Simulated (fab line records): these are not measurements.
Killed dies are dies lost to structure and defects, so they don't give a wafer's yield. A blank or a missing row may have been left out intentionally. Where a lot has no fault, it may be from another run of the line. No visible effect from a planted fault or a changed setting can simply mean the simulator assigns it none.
What tool caused it? -- flow n5Finfet -- 9 lots, 27 wafers sampled, at 1 step of a route of 1938

## WHAT THE GAUGES READ, wafer by wafer
N5_BEOL_M4_RC_MEAS_101.
lot,measured,on,DIBL_N (mV/V)
L688,day 9 12:56,prober-01,37.0 37.1 35.8
L690,day 9 21:47,prober-01,35.3 35.9 35.8
L696,day 11 03:19,prober-01,37.4 37.2 37.9
L695,day 11 04:34,prober-01,31.7 33.6 34.8
L698,day 12 05:47,prober-02,36.1 34.7 36.1
L699,day 12 08:25,prober-01,37.9 36.9 38.5
L702,day 13 00:23,prober-01,37.0 36.1 36.7
L705,day 13 15:23,prober-02,37.4 36.6 37.8
L704,day 13 16:01,prober-02,35.5 36.0 36.3

## WHICH TOOL RAN EACH LOT (tool, then ch and the chambers of the sampled wafers, then the start)
No process step before these readings appears in the record.

## THE ANSWER, worked out from the rows above alone
Rule: usual is defined by the lots themselves. The widest of any qualifying gaps counts: lots, ordered by their means at a reading, are off when they make up no more than a third of the lots, leave a main group of 4 or more, and stand apart from it by 3 or more times the standard deviation of that group's means. The tables above print the reading to a certain number of digits; a main group whose means all agree to those digits is not used. A lot without any number at a reading at which 4 lots or more have one is off too. Where the step has rows for the other lots, those lots are counted as sound.
None of the lots is off at any reading shown; this tells nothing.

## WHAT THE SIMULATOR HAD PUT IN
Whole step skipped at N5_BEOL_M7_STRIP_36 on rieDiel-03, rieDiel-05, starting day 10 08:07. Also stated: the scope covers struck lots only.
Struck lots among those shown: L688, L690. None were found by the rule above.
